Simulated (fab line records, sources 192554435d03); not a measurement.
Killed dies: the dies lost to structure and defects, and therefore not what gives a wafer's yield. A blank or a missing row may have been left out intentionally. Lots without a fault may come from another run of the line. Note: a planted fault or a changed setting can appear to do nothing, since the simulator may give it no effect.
Which of the tools did it? ; flow n5Finfet ; 30 wafers from 10 lots sampled at 3 of the route's 1938 steps

## WHAT EACH GAUGE READ, for each wafer
N5_BEOL_M5_CD_MEAS_11: target cd 27.74 nm.
lot;measured;on;cdNm (nm)
L375;day 8 16:01;cdSem-03;28.19 27.83 27.86
L382;day 11 02:53;cdSem-02;27.77 27.40 28.00
L385;day 11 11:07;cdSem-03;29.66 29.45 29.35
L386;day 12 06:30;cdSem-03;29.11 28.86 28.94
L384;day 12 06:52;cdSem-03;28.75 28.70 28.91
L390;day 12 17:47;cdSem-01;27.91 27.85 28.05
L392;day 13 17:13;cdSem-03;27.97 27.65 27.81
L394;day 13 20:16;cdSem-02;28.22 27.92 27.95
L397;day 14 23:31;cdSem-02;28.10 28.26 28.15
L398;day 15 02:47;cdSem-03;28.18 28.17 28.06

## WHAT TOOL EACH LOT RAN ON (gives the tool, then ch and the chambers of the sampled wafers, and finally the start)
lot;N5_BEOL_M4_DEP_57;N5_BEOL_M5_EXPOSE_08
L375;pecvd-04 ch 0,1,2, day 8 12:46;euvScanner-01 ch 0, day 8 15:53
L382;pecvd-02 ch 0,2, day 10 23:48;euvScanner-01 ch 0, day 11 02:45
L385;pecvd-04 ch 0,1,2, day 11 07:32;euvScanner-01 ch 0, day 11 10:59
L386;pecvd-01 ch 0,2, day 12 02:10;euvScanner-01 ch 0, day 12 06:23
L384;pecvd-02 ch 0,1, day 12 02:58;euvScanner-01 ch 0, day 12 06:44
L390;pecvd-02 ch 0,2, day 12 13:59;euvScanner-02 ch 0, day 12 17:40
L392;pecvd-01 ch 0,1,2, day 13 14:21;euvScanner-02 ch 0, day 13 17:06
L394;pecvd-04 ch 1,2, day 13 17:08;euvScanner-02 ch 0, day 13 20:09
L397;pecvd-02 ch 0,1,2, day 14 19:49;euvScanner-02 ch 0, day 14 23:23
L398;pecvd-01 ch 0,1, day 14 22:31;euvScanner-02 ch 0, day 15 02:40
- N5_BEOL_M4_DEP_57: deposits SiCN from 3MS/NH3, target thk 8 nm, time 14 s.
- N5_BEOL_M5_EXPOSE_08: exposes mask M5, target cd 28 nm.

## THE ANSWER, worked out from the rows above alone
Rule: usual is defined by the lots themselves. Put in order of their means at a reading, lots are off if they are a third of the lots or fewer, leave a main group of 4 or more, and stand apart from it by a gap of 3 or more times the standard deviation of the main group's means; of several such gaps the widest counts. A main group is skipped when, at the precision printed for the reading in the tables above, its means are all equal. A lot without any number at a reading at which 4 lots or more have one is off too. Any other lot the step has rows for is counted as sound.
Off, at N5_BEOL_M5_CD_MEAS_11 on cdNm: L385, L386, L384. The main group: mean 27.97 nm, standard deviation 0.15.
If a tool, at a process step before that reading, ran all the lots that are off and no sound lot after the first of them, it fits. Those tools and the gauges at N5_BEOL_M5_CD_MEAS_11 are tried in the same way. One fits: N5_BEOL_M5_EXPOSE_08 on euvScanner-01. A fault onset in the window from L382 (day 11 02:45, its last sound lot) to L385 (day 11 10:59, its first lot off) fits.

## WHAT THE SIMULATOR PUT IN
Drift in process parameters on euvScanner-01 at N5_BEOL_M5_EXPOSE_08, starting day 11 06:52. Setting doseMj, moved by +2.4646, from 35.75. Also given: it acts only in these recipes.
Shown lots that were struck: L385, L386, L384. Same finding as the rule above.
